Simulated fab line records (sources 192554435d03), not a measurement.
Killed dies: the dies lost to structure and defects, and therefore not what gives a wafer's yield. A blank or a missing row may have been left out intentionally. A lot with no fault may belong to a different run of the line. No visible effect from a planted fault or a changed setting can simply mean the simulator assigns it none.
Problem report in the 8D (eight disciplines) form, filled by code ; flow n5-finfet ; the parts of the form that need people (team, actions taken, sign-off) are left out

== 1. PROBLEM STATEMENT ==
On 2 wafers of 1 lot, killed-at-front-end at N5_PASSIVATION_PROBE_49 has a mean of 569; fault-free wafers read 44, standard deviation 13. Measured from the usual mean, that is +40 standard deviations.
First observed at day 19 00:41: wafer L197.4, on prober-01. The record holds 18 wafers of 7 lots with a number at this step. The rule behind "out" and "out of limits": a value lying over 4 standard deviations away from the usual mean. The rest of the wafers with a number are treated as sound.

== 2. WHAT THIS IS AND IS NOT ==
question;is;is not
which readings at this step;killed-at-front-end, defect-limited-yield, killed-dies, killed-on-rim, sort_bin_5_function, sort_bin_6_memory, sort-n-pass, sort-yield-pct;killed_at_M0_to_M3, killed_at_M4_up, killed-at-contacts, killed-at-other, killed-short, sort_bin_8_speed
which lots;L197;L179, L180, L181, L182, L186, L196
which wafers of those lots;L197.4, L197.5;L197.1
read on which tools;prober-01;prober-02
when;from day 19 00:41;up to then (16 sound wafers)

== 3. WHAT RULES OUT EACH SUSPECT ==
Counting: a tool at a process step up to the reading stays a suspect if it ran every lot that is out. Sound lots after the first of them don't rule it out here, since some wafers of a struck lot are sound.
- cmp-02 at N5_HKMG_FIN_CMP_23 (polishes, stops on SiNx, t overpolish 10 s, target thk 46.326 nm): kept. L197, the lot that is out, went through it at day 9 20:13; up to then, the latest sound lot through it was L196 at day 9 16:26.
- pvd-sputter-01 at N5_PASSIVATION_PRE_CLEAN_19: kept. L197, the lot that is out, went through it at day 18 19:01; up to then, the latest sound lot through it was L196 at day 17 02:36.
- prober-01 at N5_PASSIVATION_PROBE_49: kept. L197, the lot that is out, went through it at day 19 00:32; up to then, the latest sound lot through it was L186 at day 17 18:33. Its own readings are out on those wafers: defect-limited-yield, killed-at-front-end, killed-dies, killed-on-rim, sort_bin_5_function, sort_bin_6_memory, sort-n-pass, sort-yield-pct.
- Within cmp-02 at N5_HKMG_FIN_CMP_23: the wafers that are out ran in chamber 0; their sound lot-mates ran in chamber 3.
Still standing after the count: cmp-02 at N5_HKMG_FIN_CMP_23, pvd-sputter-01 at N5_PASSIVATION_PRE_CLEAN_19, prober-01 at N5_PASSIVATION_PROBE_49.

== 4. THE CAUSE (what the simulator had put in) ==
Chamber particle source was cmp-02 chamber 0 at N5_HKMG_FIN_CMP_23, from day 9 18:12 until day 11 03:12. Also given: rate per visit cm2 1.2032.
Of the 3 suspects that counting leaves, this tool is one.

== 5. THE EFFECT CHAIN, in route order ==
Each row: a reading whose mean over the struck wafers that have a number lies more than 3 standard deviations from the usual. Scope: only readings with a usual standard deviation given in the record; hours: median across lots of the time from each lot's start at the first step in this table that gives one to its start at this step; sigmas: change in usual standard deviations.
hours;step;reading;usual;on struck wafers;change;sigmas
0;N5_PASSIVATION_PROBE_49;defect-limited-yield;91.0 %;48.4;-42.6;-28
0;N5_PASSIVATION_PROBE_49;killed-at-front-end;44;569;+525;+40
0;N5_PASSIVATION_PROBE_49;killed-dies;106;609;+503;+28
0;N5_PASSIVATION_PROBE_49;killed-on-rim;14;79;+65;+15
0;N5_PASSIVATION_PROBE_49;sort_bin_5_function;5.3 %;32.1;+26.8;+28
0;N5_PASSIVATION_PROBE_49;sort_bin_6_memory;3.4 %;16.4;+13.0;+18
0;N5_PASSIVATION_PROBE_49;sort-n-pass;1074;571;-503;-28
0;N5_PASSIVATION_PROBE_49;sort-yield-pct;91.0 %;48.4;-42.6;-28
The process steps in it:
- N5_PASSIVATION_PROBE_49

== 6. WHAT WOULD HAVE CAUGHT IT SOONER ==
The fault began at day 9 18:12; the first out-of-limits reading in this record came at day 19 00:41, 222 hours later.
An alarm limit of 4 standard deviations would not have fired on the tool readings at N5_HKMG_FIN_CMP_23 for which the record gives a usual standard deviation, since none of them was out on any struck wafer.
By day 19 00:41 the whole set of lots that are out, 1 in number, had already begun N5_HKMG_FIN_CMP_23 on cmp-02. Holding the tool at that point would not have protected any of them.
